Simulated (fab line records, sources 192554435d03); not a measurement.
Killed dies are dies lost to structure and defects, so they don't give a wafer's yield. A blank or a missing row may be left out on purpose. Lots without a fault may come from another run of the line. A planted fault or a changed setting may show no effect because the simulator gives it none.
Split-lot experiment | flow n5_finfet | 7 lots, 39 wafers read, on a route of 1938 steps

THE SPLIT
At N5_HKMG_FIN_HK_ALD_01 (deposits HfO2, target thk 1.6 nm, pulse time 3 s, purge time 3 s), the setting ald_cycles was moved away from the recipe's 30 on 15 of the 39 wafers read, by -40.0% to +50.0%. The other wafers ran this setting at the recipe's value.

FROM THE SPLIT TO THE READING: what the file shows between them, 4 steps
- N5_HKMG_FIN_HK_ANNEAL_02: time 30 s
- N5_HKMG_FIN_ALD_74: deposits La2O3, target thk 0.5 nm, pulse time 6 s, co reactant pulse time 1 s
- N5_HKMG_FIN_WET_ETCH_82: etches La2O3 in dHCl, stops on HfO2, target depth 2 nm, rinse time 30 s
- N5_HKMG_FIN_ALD_36: deposits TiN, target thk 1 nm, pulse time 1 s, purge time 3 s

THE READING
HK_THK, in nm, at N5_HKMG_FIN_THK_MEAS_70 (measures by xrf). Fault-free wafers of this fab line usually give 1.598 nm, standard deviation 0.019 nm.

wafer  | tool, chamber at the split | ald_cycles as run | against the recipe | HK_THK, nm | against lot-mates on the recipe
L075.1 | ald_hk-01, 0,2,3           | 45                | +50.0%             | 2.412      | +0.815
L075.2 | ald_hk-01, 1,2,3           | 30                | recipe             | 1.582      | -
L075.3 | ald_hk-01, 1,2,3           | 30                | recipe             | 1.606      | -
L075.4 | ald_hk-01, 1,2,3           | 30                | recipe             | 1.604      | -
L075.5 | ald_hk-01, 0,2,3           | 45                | +50.0%             | 2.422      | +0.825
L075.6 | ald_hk-01, 0,2,3           | 45                | +50.0%             | 2.393      | +0.796
L084.1 | ald_hk-01, 0,1,2           | 30                | recipe             | 1.623      | -
L084.2 | ald_hk-01, 0,1,2           | 30                | recipe             | 1.635      | -
L084.3 | ald_hk-01, 2,3,3           | 37                | +23.3%             | 1.970      | +0.362
L084.4 | ald_hk-01, 2,3,3           | 37                | +23.3%             | 1.935      | +0.327
L084.5 | ald_hk-01, 2,3,3           | 37                | +23.3%             | 1.972      | +0.364
L084.6 | ald_hk-01, 0,1,2           | 30                | recipe             | 1.566      | -
L086.1 | ald_hk-02, 1,3,0,2,3,0     | 30                | recipe             | 1.624      | -
L086.2 | ald_hk-02, 1,3,0,2,3,0     | 30                | recipe             | 1.604      | -
L086.3 | ald_hk-02, 1,3,0,2,3,0     | 30                | recipe             | 1.562      | -
L086.4 | ald_hk-02, 1,3,0,2,3,0     | 30                | recipe             | 1.550      | -
L086.5 | ald_hk-02, 1,3,0,2,3,0     | 30                | recipe             | 1.611      | -
L086.6 | ald_hk-02, 1,3,0,2,3,0     | 30                | recipe             | 1.598      | -
L090.1 | ald_hk-01, 0,1,2           | 30                | recipe             | 1.590      | -
L090.2 | ald_hk-01, 3,3,0           | 25                | -16.7%             | 1.332      | -0.266
L090.3 | ald_hk-01, 0,1,2           | 30                | recipe             | 1.625      | -
L090.4 | ald_hk-01, 0,1,2           | 30                | recipe             | 1.579      | -
L090.5 | ald_hk-01, 3,3,0           | 25                | -16.7%             | 1.309      | -0.289
L090.6 | ald_hk-01, 3,3,0           | 25                | -16.7%             | 1.314      | -0.284
L091.1 | ald_hk-01, 2,1,0           | 30                | recipe             | 1.620      | -
L091.2 | ald_hk-01, 2,1,0           | 30                | recipe             | 1.616      | -
L091.4 | ald_hk-01, 2,1,0           | 30                | recipe             | 1.607      | -
L094.1 | ald_hk-03, 3,1,2           | 30                | recipe             | 1.609      | -
L094.2 | ald_hk-03, 0,2,1           | 20                | -33.3%             | 1.084      | -0.500
L094.3 | ald_hk-03, 0,2,1           | 20                | -33.3%             | 1.051      | -0.533
L094.4 | ald_hk-03, 3,1,2           | 30                | recipe             | 1.563      | -
L094.5 | ald_hk-03, 3,1,2           | 30                | recipe             | 1.580      | -
L094.6 | ald_hk-03, 0,2,1           | 20                | -33.3%             | 1.063      | -0.521
L095.1 | ald_hk-01, 3,0,0           | 18                | -40.0%             | 0.969      | -0.637
L095.2 | ald_hk-01, 2,1,1           | 30                | recipe             | 1.599      | -
L095.3 | ald_hk-01, 3,0,0           | 18                | -40.0%             | 0.959      | -0.647
L095.4 | ald_hk-01, 2,1,1           | 30                | recipe             | 1.630      | -
L095.5 | ald_hk-01, 3,0,0           | 18                | -40.0%             | 0.921      | -0.685
L095.6 | ald_hk-01, 2,1,1           | 30                | recipe             | 1.588      | -
Where a row lists several chambers, the file gives one row for several wafers and doesn't say which wafer went through which chamber.

THE FIT
A straight line over all 39 wafers: HK_THK changes by +0.0161 nm for each +1% of ald_cycles; r = +1.00; the points scatter about the line by 0.022 nm.
The same after taking each lot's own level away (the mean of its wafers on the recipe; 39 wafers): +0.0161 nm for each +1%; r = +1.00; scatter 0.022 nm.
On that fit, the largest move of ald_cycles shifts the reading by 0.8 nm.
The lots' own levels span 1.5840 to 1.6143 nm, that is 1.6 times the standard deviation above.
So the lot-to-lot level changes the slope little: the two slopes agree.
Check: with one of the wafers moved furthest among these (+50.0%) left out of the fit, the line predicts +0.799 nm for it against its lot-mates. It came out at +0.815 nm against them.

THE WHOLE CHAIN: every reading that the file lists as answering this split, in the file's order
step                    | what it does                                                     | reading                                                                            | change (the file's fit)               | r (the file's)
N5_HKMG_FIN_HK_ALD_01   | deposits HfO2, target thk 1.6 nm, pulse time 3 s, purge time 3 s | HfO2_of_HKMG_FIN_HK_ALD_01.thk_nm (the simulator's own value, which no gauge read) | +0.016 nm for each +1% of the setting | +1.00
N5_HKMG_FIN_THK_MEAS_70 | measures by xrf                                                  | HK_THK                                                                             | +0.0161 for each +1% of the setting   | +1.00

THE FILE'S OWN FIT
HK_THK changes by +0.0161 nm for each +1% of ald_cycles, r = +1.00.
